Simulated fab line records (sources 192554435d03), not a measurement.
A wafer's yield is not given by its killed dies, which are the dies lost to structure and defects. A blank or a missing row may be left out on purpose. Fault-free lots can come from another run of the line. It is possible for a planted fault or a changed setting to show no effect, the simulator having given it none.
fab line records	flow n5-finfet
[record] lots = 7	wafers = 39
route steps=1938 shown BEOL_M2@890 BEOL_M5@1116 BEOL_M6@1253 BEOL_M8@1348 BEOL_M9@1440 BEOL_M13@1694
start-h: hours from the record's opening day to when the first of the lot's shown wafers began	wait-h: how many hours have passed since the lot's step before this one	" unchanged from the row above	L1.1+2: one row covering several wafers at once	- no value present, or no start provided	* or withheld: withheld	< > ~ a bound
route shown NAME@n: NAME is a module with steps in the file, n the number in the route of the first one	usual: the fault-free wafers' mean and standard deviation	same: alike in all rows	chamber/n: place in a boat	sites: readings site by site	_std_site: how widely they spread, as a standard deviation	_edge_site: inner sites' mean taken away from outer sites' mean	radius-mm: for every site, how far away it sits from the centre of the wafer	mask NAME#n: copy n	behind: the tool/chamber that last shaped the wafer	hold: why the lot was held/for how many hours/how that ended	device: which transistor (n, p or np) failed to switch	end of line: at the end of the route, the tests of the same wafers	a step with no rows: only its recipe	killed: not the wafer's yield, but the dies lost to structure and defects at the first sort	map: the dies of a wafer, with x for killed, . for not killed, _ for no die there
set.NAME: the run value of the setting; set.NAME@STEP: its run value at that earlier step	model.NAME: the simulator's own value behind a step, which no gauge read
lots whose settings were changed on purpose; a table a step, a row a wafer
[[steps]]
[step N5_BEOL_M2_TRENCH_ETCH_37]
[recipe] chemistry = C4F6/O2	target-depth-a = 555.55	target = SiOC	time-s = 29.2	ion-energy-ev = 250	pressure-mtorr = 30	source-w = 355	bias-w = 185	Ar_flow_sccm = 300	C4F6_flow_sccm = 10	O2_flow_sccm = 10
lot.wafer	tool	chamber	start-h	wait-h	set.target-depth-a	model.BEOL_M2.feature-depth-nm	model.etch.depth-nm	model.TiN_of_BEOL_M2_HM_DEP_02.thk-nm
L074.1	rie-diel-06	3	-	-	425.2	42.8	42.84	17.8
L074.2	"	2	"	"	425.2	42.4	42.5	18.2
L074.3	"	1	"	"	425.2	42.8	42.76	17.8
L074.4	"	0	"	"	555.55	55.4	55.42	17.2
L074.5	"	2	"	"	555.55	55.4	55.32	17.2
L074.6	"	1	"	"	555.55	56.4	56.37	17.2
L082.1	rie-diel-02	2	-	-	223.7	22.2	22.1	18.8
L082.2	"	1	"	"	555.55	55.2	55.13	18
L082.3	"	3	"	"	223.7	22.2	22.28	19.2
L082.4	"	0	"	"	555.55	56.4	56.32	17.6
L082.5	"	2	"	"	223.7	22	21.93	19
L082.6	"	1	"	"	555.55	55.4	55.3	18
L086.1	rie-diel-05	2	-	-	555.55	54.2	54.3	17.6
L086.2	"	1	"	"	555.55	55.4	55.44	17.8
L086.3	"	0	"	"	555.55	56.4	56.43	17.2
L086.4	"	3	"	"	379.1	37.8	37.88	18
L086.5	"	3	"	"	379.1	37.6	37.65	18
L086.6	"	0	"	"	379.1	38.8	38.75	18
L089.1	rie-diel-06	1	-	-	555.55	55.4	55.5	17.8
L089.2	"	2	"	"	555.55	55	55.07	17.6
L089.3	"	0	"	"	555.55	55	54.91	18
L089.4	"	2	"	"	555.55	55	54.96	17.6
L089.5	"	0	"	"	555.55	54.8	54.79	17.6
L089.6	"	1	"	"	555.55	55.8	55.76	18
L090.1	rie-diel-02	3	-	-	802.2	79.2	79.16	16.4
L090.2	"	0	"	"	555.55	55.6	55.57	17.4
L090.3	"	1	"	"	802.2	79.4	79.45	16.4
L090.4	"	0	"	"	555.55	55	54.96	17.8
L090.5	"	3	"	"	555.55	55	54.99	17.4
L090.6	"	1	"	"	802.2	79	78.91	16.4
L092.1	rie-diel-05	1	-	-	555.55	55.4	55.48	17.2
L092.2	"	2	"	"	555.55	54.2	54.29	17
L092.3	"	0	"	"	555.55	57.2	57.17	17.2
L092.4	"	3	"	"	555.55	54.2	54.18	17.2
L092.5	"	1	"	"	555.55	55.6	55.63	17.2
L092.6	"	2	"	"	555.55	55	55.06	17.2
L097.2	rie-diel-02	1	-	-	555.55	57	57.08	17.8
L097.3	"	3	"	"	555.55	55.8	55.88	18
L097.6	"	1	"	"	555.55	56.6	56.58	18
[step N5_BEOL_M2_ETCH_41]
[recipe] chemistry = CH3F/O2	target = SiCN	target-depth-a = 299	taper-deg = 2	time-s = 52.5	ion-energy-ev = 120	mask-material = TiN	pressure-mtorr = 30	source-w = 395	bias-w = 75	Ar_flow_sccm = 150	CH3F_flow_sccm = 30	O2_flow_sccm = 20
[step N5_BEOL_M2_STRIP_97]
[recipe] chemistry = N2/H2	time-s = 10	power-w = 450	temp-c = 40	pressure-mtorr = 20	rf-frequency-hz = 6e+07	bias-power-w = 7	n2-flow-sccm = 200	h2-flow-sccm = 200
[step N5_BEOL_M2_OCD_MEAS_38]
[usual] trench-depth-nm = 55.3/0.93
lot.wafer	tool	chamber	start-h	wait-h	set.target-depth-a@BEOL_M2_TRENCH_ETCH_37	trench-depth-nm
L074.1	ocd-01	-	140.80	-	425.2	43.0
L074.2	"	-	"	"	425.2	42.1
L074.3	"	-	"	"	425.2	43.2
L074.4	"	-	"	"	555.55	55.2
L074.5	"	-	"	"	555.55	55.5
L074.6	"	-	"	"	555.55	56.3
L082.1	ocd-02	-	187.78	-	223.7	22.0
L082.2	"	-	"	"	555.55	55.3
L082.3	"	-	"	"	223.7	22.0
L082.4	"	-	"	"	555.55	56.3
L082.5	"	-	"	"	223.7	22.3
L082.6	"	-	"	"	555.55	55.4
L086.1	ocd-01	-	210.17	-	555.55	53.9
L086.2	"	-	"	"	555.55	55.8
L086.3	"	-	"	"	555.55	56.2
L086.4	"	-	"	"	379.1	37.7
L086.5	"	-	"	"	379.1	37.5
L086.6	"	-	"	"	379.1	38.3
L089.1	ocd-02	-	226.58	-	555.55	55.5
L089.2	"	-	"	"	555.55	55.4
L089.3	"	-	"	"	555.55	54.4
L089.4	"	-	"	"	555.55	54.7
L089.5	"	-	"	"	555.55	54.8
L089.6	"	-	"	"	555.55	56.0
L090.1	ocd-02	-	232.61	-	802.2	79.0
L090.2	"	-	"	"	555.55	55.8
L090.3	"	-	"	"	802.2	78.8
L090.4	"	-	"	"	555.55	55.0
L090.5	"	-	"	"	555.55	54.7
L090.6	"	-	"	"	802.2	78.9
L092.1	ocd-01	-	250.65	-	555.55	55.9
L092.2	"	-	"	"	555.55	54.0
L092.3	"	-	"	"	555.55	57.0
L092.4	"	-	"	"	555.55	53.5
L092.5	"	-	"	"	555.55	55.7
L092.6	"	-	"	"	555.55	55.0
L097.2	ocd-01	-	273.64	-	555.55	57.1
L097.3	"	-	"	"	555.55	56.6
L097.6	"	-	"	"	555.55	56.6
[step N5_BEOL_M2_HM_STRIP_39]
[recipe] chemistry = peroxide-tin-strip	material = TiN	target-depth-a = 250	temp-c = 50	time-s = 158
[step N5_BEOL_M2_SRD_40]
[recipe] time-s = 30	temp-c = 23	rinse-liquid = diw	dry = ipa-marangoni
[step N5_BEOL_M2_ECD_50]
[recipe] material = Cu	target-thk-a = 3000
[step N5_BEOL_M2_ANNEAL_51]
[recipe] temp-c = 225	time-s = 90	ambient = N2
[step N5_BEOL_M2_CMP_52]
[recipe] stop-on = SiOC	t-overpolish-s = 6.8	down-force-psi = 1	platen-rpm = 50	clearing-platen-down-force-psi = 1.5	clearing-platen-rpm = 50	post-cmp-clean = cu-alkaline	target-thk-nm = 40	clearing-platen-pad-velocity-m-s = 0.99484	pad-velocity-m-s = 0.99484
lot.wafer	tool	chamber	start-h	wait-h	set.target-depth-a@BEOL_M2_TRENCH_ETCH_37	model.Cu_of_BEOL_M2_ECD_50.thk-nm
L074.4+5	cmp-01	2,3	144.33	0.1	555.55	37.8
L074.2	"	3	"	"	425.2	25.6
L074.1	"	0	"	"	425.2	27.4
L074.3	"	1	"	"	425.2	25.8
L074.6	"	2	"	"	555.55	40.2
L082.2	cmp-03	0	191.56	0.2	555.55	37.6
L082.4	"	1	"	"	555.55	38.8
L082.1	"	2	"	"	223.7	6
L082.3	"	3	"	"	223.7	7
L082.5	"	0	"	"	223.7	5.2
L082.6	"	1	"	"	555.55	38.6
L086.4	cmp-03	2	213.69	0.1	379.1	21.4
L086.3	"	3	"	"	555.55	40.2
L086.1	"	0	"	"	555.55	38.4
L086.2	"	1	"	"	555.55	39.8
L086.5	"	2	"	"	379.1	20.2
L086.6	"	3	"	"	379.1	22.4
L089.4	cmp-04	3	229.87	0.1	555.55	40.2
L089.3	"	0	"	"	555.55	41
L089.1	"	1	"	"	555.55	41.6
L089.2	"	2	"	"	555.55	41.8
L089.5	"	3	"	"	555.55	40.4
L089.6	"	0	"	"	555.55	42
L090.2	cmp-03	3	236.27	0.2	555.55	41
L090.3	"	0	"	"	802.2	65.4
L090.4	"	1	"	"	555.55	39.2
L090.1	"	2	"	"	802.2	62.2
L090.5	"	3	"	"	555.55	40.4
L090.6	"	0	"	"	802.2	64.4
L092.2	cmp-01	3	253.88	0.2	555.55	39.8
L092.3	"	0	"	"	555.55	44
L092.4	"	1	"	"	555.55	38.8
L092.1	"	2	"	"	555.55	40
L092.6	"	3	"	"	555.55	40.4
L092.5	"	0	"	"	555.55	42.8
L097.2	cmp-04	3	278.29	0.2	555.55	41
L097.3+6	"	0,3	"	"	555.55	41.6
[step N5_BEOL_M2_THK_MEAS_53]
[recipe] thk-meas-gauge = xrf	reads = Cu_of_BEOL_M2_ECD_50
[usual] M2_THK = 38.2/1.4
lot.wafer	tool	chamber	start-h	wait-h	set.target-depth-a@BEOL_M2_TRENCH_ETCH_37	M2_THK[nm]
L074.1	film-metro-01	-	144.62	-	425.2	26.3
L074.2	"	-	"	"	425.2	24.7
L074.3	"	-	"	"	425.2	25.1
L074.4	"	-	"	"	555.55	36.5
L074.5	"	-	"	"	555.55	36.5
L074.6	"	-	"	"	555.55	38.7
L082.1	film-metro-02	-	191.85	-	223.7	5.8
L082.2	"	-	"	"	555.55	36.0
L082.3	"	-	"	"	223.7	6.6
L082.4	"	-	"	"	555.55	37.4
L082.5	"	-	"	"	223.7	4.9
L082.6	"	-	"	"	555.55	37.0
L086.1	film-metro-01	-	213.98	-	555.55	37.3
L086.2	"	-	"	"	555.55	38.7
L086.3	"	-	"	"	555.55	39.1
L086.4	"	-	"	"	379.1	20.7
L086.5	"	-	"	"	379.1	19.7
L086.6	"	-	"	"	379.1	21.7
L089.1	film-metro-02	-	230.16	-	555.55	39.9
L089.2	"	-	"	"	555.55	40.2
L089.3	"	-	"	"	555.55	39.5
L089.4	"	-	"	"	555.55	38.6
L089.5	"	-	"	"	555.55	39.0
L089.6	"	-	"	"	555.55	40.6
L090.1	film-metro-02	-	236.57	-	802.2	60.1
L090.2	"	-	"	"	555.55	39.6
L090.3	"	-	"	"	802.2	63.1
L090.4	"	-	"	"	555.55	37.8
L090.5	"	-	"	"	555.55	39.0
L090.6	"	-	"	"	802.2	62.1
L092.1	film-metro-01	-	254.17	-	555.55	38.5
L092.2	"	-	"	"	555.55	38.3
L092.3	"	-	"	"	555.55	42.4
L092.4	"	-	"	"	555.55	37.4
L092.5	"	-	"	"	555.55	41.1
L092.6	"	-	"	"	555.55	38.9
L097.2	film-metro-01	-	278.58	-	555.55	39.9
L097.3	"	-	"	"	555.55	40.1
L097.6	"	-	"	"	555.55	40.4
[step N5_BEOL_M5_HM_DEP_02]
[recipe] material = TiN	target-thk-a = 200	temp-c = 25	chamber-pressure-pa = 0.49996
lot.wafer	tool	chamber	start-h	wait-h	set.target-thk-a	model.TiN_of_BEOL_M5_HM_DEP_02.thk-nm
L074.1+3+5	pvd-sputter-03	-	167.81	0.9	200	19.6
L074.2	"	-	"	"	80.1	7.8
L074.4+6	"	-	"	"	80.1	7.6
L082.1	pvd-sputter-03	-	210.80	0.2	244.4	24.4
L082.2	"	-	"	"	244.4	24.6
L082.3+5	"	-	"	"	200	20
L082.4	"	-	"	"	244.4	24.8
L082.6	"	-	"	"	200	20.4
L086.1+4	pvd-sputter-02	-	236.14	1.0	145	14.4
L086.2	"	-	"	"	145	14.2
L086.3	"	-	"	"	200	20.2
L086.5+6	"	-	"	"	200	20
L089.1	pvd-sputter-01	-	260.25	1.3	118.1	11.8
L089.2	"	-	"	"	200	19.6
L089.3	"	-	"	"	118.1	11.6
L089.4	"	-	"	"	118.1	11.4
L089.5+6	"	-	"	"	200	19.8
L090.1+5	pvd-sputter-01	-	260.35	1.2	200	19.8
L090.2	"	-	"	"	200	19.6
L090.3	"	-	"	"	91.83	8.8
L090.4	"	-	"	"	91.83	9.2
L090.6	"	-	"	"	91.83	9
L092.1	pvd-sputter-02	-	279.47	0.8	136.4	13.4
L092.2	"	-	"	"	136.4	13.8
L092.3+4	"	-	"	"	200	20
L092.5	"	-	"	"	136.4	13.2
L092.6	"	-	"	"	200	20.2
L097.2+3+6	pvd-sputter-01	-	305.41	0.1	200	19.8
[step N5_BEOL_M5_COAT_59]
[recipe] resist = SOC	temp-c = 250	time-s = 60	spin-rpm = 1500	resist-thk-nm = 60
[step N5_BEOL_M5_COAT_60]
[recipe] resist = SiARC	temp-c = 220	time-s = 60	spin-rpm = 1500	resist-thk-nm = 12
[step N5_BEOL_M5_STRIP_73]
[recipe] chemistry = N2/H2	temp-c = 40	n2-flow-sccm = 200	h2-flow-sccm = 200	rf-frequency-hz = 6e+07
[step N5_BEOL_M5_STRIP_64]
[recipe] chemistry = CF4	resist = SiARC	power-w = 300	bias-power-w = 75	pressure-mtorr = 50	cf4-flow-sccm = 150	rf-frequency-hz = 6e+07
[step N5_BEOL_M5_HM_OPEN_17]
[recipe] chemistry = Cl2/BCl3	target-depth-a = 200	overetch-a = 60	target = TiN	mask-material = SOC	ion-energy-ev = 150	pressure-mtorr = 10	icp-w = 1000	bias-w = 126	Cl2_flow_sccm = 53.25	bcl3-flow-sccm = 21.75	Ar_flow_sccm = 25
[usual] oes-product-au = 0.69/0.037
lot.wafer	tool	chamber	start-h	wait-h	set.target-thk-a@BEOL_M5_HM_DEP_02	oes-product-au	model.etch.depth-nm
L074.1	rie-metal-03	1	168.70	0.0	200	0.78	19.68
L074.2	"	0	"	"	80.1	0.47	7.726
L074.3	"	1	"	"	200	0.77	19.61
L074.4	"	0	"	"	80.1	0.47	7.659
L074.5	"	0	"	"	200	0.70	19.59
L074.6	"	1	"	"	80.1	0.51	7.563
L082.1	rie-metal-02	0	211.69	0.0	244.4	0.73	24.42
L082.2	"	1	"	"	244.4	0.80	24.56
L082.3	"	0	"	"	200	0.65	20.08
L082.4	"	1	"	"	244.4	0.80	24.81
L082.5	"	1	"	"	200	0.71	19.98
L082.6	"	0	"	"	200	0.66	20.37
L086.1	rie-metal-03	1	236.90	0.0	145	0.63	14.32
L086.2	"	0	"	"	145	0.58	14.21
L086.3	"	0	"	"	200	0.70	20.25
L086.4	"	1	"	"	145	0.64	14.33
L086.5	"	1	"	"	200	0.76	20.02
L086.6	"	0	"	"	200	0.70	19.97
L089.1	rie-metal-02	1	261.33	0.0	118.1	0.54	11.72
L089.2	"	0	"	"	200	0.64	19.69
L089.3	"	1	"	"	118.1	0.53	11.67
L089.4	"	0	"	"	118.1	0.49	11.44
L089.5	"	1	"	"	200	0.69	19.79
L089.6	"	0	"	"	200	0.64	19.76
L090.1	rie-metal-03	0	261.36	0.0	200	0.69	19.82
L090.2	"	1	"	"	200	0.74	19.67
L090.3	"	0	"	"	91.83	0.48	8.892
L090.4	"	1	"	"	91.83	0.51	9.108
L090.5	"	0	"	"	200	0.69	19.77
L090.6	"	1	"	"	91.83	0.51	8.909
L092.1	rie-metal-02	0	280.23	0.0	136.4	0.52	13.34
L092.2	"	1	"	"	136.4	0.57	13.9
L092.3	"	1	"	"	200	0.69	20
L092.4	"	0	"	"	200	0.64	19.99
L092.5	"	1	"	"	136.4	0.55	13.3
L092.6	"	0	"	"	200	0.64	20.2
L097.2	rie-metal-02	0	306.26	0.0	200	0.63	19.74
L097.3	"	1	"	"	200	0.68	19.7
L097.6	"	0	"	"	200	0.64	19.71
[step N5_BEOL_M6_CVD_78]
[recipe] material = Co	target-thk-a = 20	temp-c = withheld	precursor = CCTBA/H2	pressure-torr = 30	time-s = 142.3
lot.wafer	tool	chamber	start-h	wait-h	set.target-thk-a	model.Co_of_BEOL_M6_CVD_78.thk-nm
L074.1+3+6	cvd-co-02	0,1,0	183.99	0.0	27.35	2.6
L074.2	"	2	"	"	20	1.6
L074.4+5	"	1,2	"	"	20	1.8
L082.1+3	cvd-co-01	1,2	224.63	0.2	10.31	1
L082.2	"	0	"	"	10.31	1.2
L082.4+5	"	1,0	"	"	20	2
L082.6	"	2	"	"	20	1.8
L086.1+4	cvd-co-02	2	250.55	0.0	20	1.8
L086.2+3+5+6	"	0,1,0,1	"	"	20	2
L089.1	cvd-co-01	0	278.17	0.3	25.24	2.6
L089.2+4+5	"	2,1,0	"	"	20	2
L089.3+6	"	1,2	"	"	25.24	2.4
L090.1	cvd-co-02	2	278.84	0.1	27.21	2.4
L090.2+6	"	1	"	"	20	2
L090.3	"	0	"	"	27.21	2.8
L090.4	"	2	"	"	27.21	2.6
L090.5	"	0	"	"	20	2.2
L092.1+2+3+4+5+6	cvd-co-01	2,0,1,1,0,2	295.92	0.2	20	2.2
L097.2+6	cvd-co-01	1,0	322.40	0.1	20	2.2
L097.3	"	2	"	"	20	2.4
[step N5_BEOL_M8_DESCUM_16]
[recipe] chemistry = O2	time-s = 7.9	source-power-w = 50	bias-power-w = 20	pressure-mtorr = 20	rf-frequency-hz = 2.712e+07	temp-c = 40	resist = CAR-ArF	o2-flow-sccm = 225
lot.wafer	tool	chamber	start-h	wait-h	set.time-s	model.CAR-ArF_of_BEOL_M8_COAT_05.thk-nm
L074.1	rie-diel-02	3	193.78	0.0	7.9	83
L074.2+3	"	2,0	"	"	3.466	86
L074.4	"	1	"	"	3.466	86.2
L074.5	"	1	"	"	7.9	83.2
L074.6	"	2	"	"	7.9	83.4
L082.1+6	rie-diel-06	3,0	237.12	0.5	7.9	83.4
L082.2	"	2	"	"	9.614	82.8
L082.3+4	"	0,2	"	"	9.614	82.6
L082.5	"	3	"	"	7.9	83.6
L086.1+4+5+6	rie-diel-05	1,2,1,0	261.37	0.4	7.9	83.6
L086.2	"	3	"	"	7.9	83.4
L086.3	"	0	"	"	7.9	83.8
L090.1	rie-diel-05	0	290.27	0.2	7.9	83.2
L090.2	"	1	"	"	3.802	85.6
L090.3	"	3	"	"	3.802	85.8
L090.4	"	2	"	"	3.802	86
L090.5+6	"	1,2	"	"	7.9	83.4
L089.1+5	rie-diel-05	1,3	292.58	0.1	7.9	83.4
L089.2	"	2	"	"	12.33	80.8
L089.3	"	0	"	"	7.9	83.2
L089.4	"	3	"	"	12.33	80.4
L089.6	"	0	"	"	12.33	80.6
L092.1+6	rie-diel-02	3	308.44	0.3	7.9	83
L092.2+4	"	2,0	"	"	6.498	84.2
L092.3	"	1	"	"	7.9	83.2
L092.5	"	0	"	"	6.498	83.8
L097.2	rie-diel-06	2	333.83	0.2	7.9	83.2
L097.3	"	1	"	"	7.9	83.4
L097.6	"	3	"	"	7.9	83.8
[step N5_BEOL_M8_ETCH_61]
[recipe] chemistry = CF4	target = SiARC	target-depth-a = 455	mask-material = CAR-ArF	time-s = 75.8	ion-energy-ev = 80	pressure-mtorr = 40	source-w = 545	bias-w = 36	Ar_flow_sccm = 100	cf4-flow-sccm = 100	ends = cleared
lot.wafer	tool	chamber	start-h	wait-h	set.time-s@BEOL_M8_DESCUM_16	model.CAR-ArF_of_BEOL_M8_COAT_05.thk-nm
L074.1	rie-diel-02	3	193.82	0.0	7.9	50.6
L074.2+3+4	"	2,0,1	"	"	3.466	53.6
L074.5+6	"	1,2	"	"	7.9	50.8
L082.1	rie-diel-06	3	237.15	0.0	7.9	50.8
L082.2	"	2	"	"	9.614	50.2
L082.3+4	"	0,2	"	"	9.614	50
L082.5+6	"	3,0	"	"	7.9	51
L086.1	rie-diel-05	1	261.41	0.0	7.9	51
L086.2+4+5+6	"	3,2,1,0	"	"	7.9	50.8
L086.3	"	0	"	"	7.9	51.2
L090.1	rie-diel-05	0	290.31	0.0	7.9	50.6
L090.2	"	1	"	"	3.802	53.2
L090.3	"	3	"	"	3.802	53.4
L090.4	"	2	"	"	3.802	53.6
L090.5+6	"	1,2	"	"	7.9	50.8
L089.1+5	rie-diel-05	1,3	292.61	0.0	7.9	50.8
L089.2+6	"	2,0	"	"	12.33	48
L089.3	"	0	"	"	7.9	50.6
L089.4	"	3	"	"	12.33	47.8
L092.1+6	rie-diel-02	3	308.48	0.0	7.9	50.4
L092.2+4	"	2,0	"	"	6.498	51.8
L092.3	"	1	"	"	7.9	50.6
L092.5	"	0	"	"	6.498	51.4
L097.2+3	rie-diel-06	2,1	333.87	0.0	7.9	50.8
L097.6	"	3	"	"	7.9	51.2
[step N5_BEOL_M9_ETCH_66]
[recipe] chemistry = N2/H2	target = SOC	target-depth-a = 800	overetch-a = 160	mask-material = SiARC	temp-c = 40	time-s = 120	ion-energy-ev = 200	pressure-mtorr = 30	source-w = 840	bias-w = 150	n2-flow-sccm = 200	h2-flow-sccm = 200
lot.wafer	tool	chamber	start-h	wait-h	set.time-s	model.SiARC_of_BEOL_M9_COAT_64.thk-nm
L074.1+4	rie-diel-03	0,1	204.15	0.0	120	6.6
L074.2+6	"	2,0	"	"	170.8	4.4
L074.3	"	3	"	"	170.8	4
L074.5	"	3	"	"	120	6.4
L082.1+6	rie-diel-04	1	245.35	0.0	120	6
L082.2+3+5	"	0,3,0	"	"	120	6.2
L082.4	"	2	"	"	120	6.6
L086.1+2+5	rie-diel-03	0,1,2	271.66	0.0	120	6.6
L086.3+4+6	"	2,3,1	"	"	90.57	7.8
L090.1+2+5	rie-diel-01	2,3,2	299.42	0.0	120	6.6
L090.3	"	1	"	"	120	6.2
L090.4+6	"	0,1	"	"	120	6.4
L089.1	rie-diel-04	2	302.98	0.0	178.9	3.8
L089.2+3	"	1,0	"	"	120	6.2
L089.4	"	1	"	"	178.9	3.2
L089.5	"	2	"	"	120	6.6
L089.6	"	0	"	"	178.9	3.6
L092.1+4+6	rie-diel-03	2,0,2	320.22	0.0	120	6.6
L092.2+3+5	"	1,3,1	"	"	120	6.4
L097.2	rie-diel-01	0	341.78	0.0	120	6.4
L097.3+6	"	3,2	"	"	120	6.6
[step N5_BEOL_M13_ETCH_68]
[recipe] chemistry = N2/H2	target = SOC	mask-material = SiARC	source-w = 3000	bias-w = 350	temp-c = 40	time-s = 355	ion-energy-ev = 200	pressure-mtorr = 30	n2-flow-sccm = 200	h2-flow-sccm = 200
lot.wafer	tool	chamber	start-h	wait-h	set.time-s	model.SiARC_of_BEOL_M13_COAT_66.thk-nm
L074.1	rie-diel-04	1	230.18	0.1	355	76.2
L074.2	"	0	"	"	431.8	69.6
L074.3	"	2	"	"	355	76.8
L074.4	"	3	"	"	355	78
L074.5	"	0	"	"	431.8	70.2
L074.6	"	1	"	"	431.8	69.2
L082.1	rie-diel-01	3	275.75	0.1	297.6	82.8
L082.2	"	2	"	"	355	78
L082.3	"	0	"	"	355	76
L082.4	"	1	"	"	297.6	82.6
L082.5	"	2	"	"	297.6	83.6
L082.6	"	3	"	"	355	78.2
L086.1+6	rie-diel-04	1	300.48	0.1	355	76.2
L086.2	"	2	"	"	172.8	93.6
L086.3	"	0	"	"	172.8	94
L086.4	"	0	"	"	172.8	94.2
L086.5	"	2	"	"	355	77
L090.1	rie-diel-01	1	328.14	0.1	355	77.4
L090.2+6	"	3,1	"	"	235.4	88.6
L090.3	"	2	"	"	355	78.4
L090.4	"	0	"	"	235.4	88
L090.5	"	0	"	"	355	76.4
L089.1	rie-diel-04	3	328.28	0.1	355	76.4
L089.2+4	"	1,2	"	"	355	76.6
L089.3	"	0	"	"	355	76.8
L089.5+6	"	1,2	"	"	355	76.2
L092.1	rie-diel-04	3	343.80	0.1	249.5	86.8
L092.2	"	1	"	"	355	76.8
L092.3	"	1	"	"	355	77.4
L092.4	"	3	"	"	249.5	86.6
L092.5	"	1	"	"	355	77.2
L092.6	"	3	"	"	249.5	86.4
L097.2	rie-diel-03	0	374.11	0.1	355	77.4
L097.3	"	3	"	"	355	78.4
L097.6	"	2	"	"	355	78.6
[[key]]
[split] step = N5_BEOL_M2_TRENCH_ETCH_37	setting = target-depth-a	stated = 555.55	by = wafer
[response] step = N5_BEOL_M2_TRENCH_ETCH_37	reading = model.BEOL_M2.feature-depth-nm	change = +0.553	per = 1%	r = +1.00
[response] step = N5_BEOL_M2_TRENCH_ETCH_37	reading = model.etch.depth-nm	change = +0.552	per = 1%	r = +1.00
[response] step = N5_BEOL_M2_TRENCH_ETCH_37	reading = model.TiN_of_BEOL_M2_HM_DEP_02.thk-nm	change = -0.0211	per = 1%	r = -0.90
[response] step = N5_BEOL_M2_OCD_MEAS_38	reading = trench-depth-nm	change = +0.551	per = 1%	r = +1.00
[response] step = N5_BEOL_M2_CMP_52	reading = model.Cu_of_BEOL_M2_ECD_50.thk-nm	change = +0.542	per = 1%	r = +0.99
[response] step = N5_BEOL_M2_THK_MEAS_53	reading = M2_THK	change = +0.523	per = 1%	r = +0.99
[split] step = N5_BEOL_M5_HM_DEP_02	setting = target-thk-a	stated = 200	by = wafer
[response] step = N5_BEOL_M5_HM_DEP_02	reading = model.TiN_of_BEOL_M5_HM_DEP_02.thk-nm	change = +0.2	per = 1%	r = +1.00
[response] step = N5_BEOL_M5_HM_OPEN_17	reading = oes-product-au	change = +0.00397	per = 1%	r = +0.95
[response] step = N5_BEOL_M5_HM_OPEN_17	reading = model.etch.depth-nm	change = +0.201	per = 1%	r = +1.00
[split] step = N5_BEOL_M6_CVD_78	setting = target-thk-a	stated = 20	by = wafer
[response] step = N5_BEOL_M6_CVD_78	reading = model.Co_of_BEOL_M6_CVD_78.thk-nm	change = +0.0185	per = 1%	r = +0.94
[split] step = N5_BEOL_M8_DESCUM_16	setting = time-s	stated = 7.9	by = wafer
[response] step = N5_BEOL_M8_DESCUM_16	reading = model.CAR-ArF_of_BEOL_M8_COAT_05.thk-nm	change = -0.0488	per = 1%	r = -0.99
[response] step = N5_BEOL_M8_ETCH_61	reading = model.CAR-ArF_of_BEOL_M8_COAT_05.thk-nm	change = -0.0508	per = 1%	r = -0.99
[split] step = N5_BEOL_M9_ETCH_66	setting = time-s	stated = 120	by = wafer
[response] step = N5_BEOL_M9_ETCH_66	reading = model.SiARC_of_BEOL_M9_COAT_64.thk-nm	change = -0.0547	per = 1%	r = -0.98
[split] step = N5_BEOL_M13_ETCH_68	setting = time-s	stated = 355	by = wafer
[response] step = N5_BEOL_M13_ETCH_68	reading = model.SiARC_of_BEOL_M13_COAT_66.thk-nm	change = -0.334	per = 1%	r = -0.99
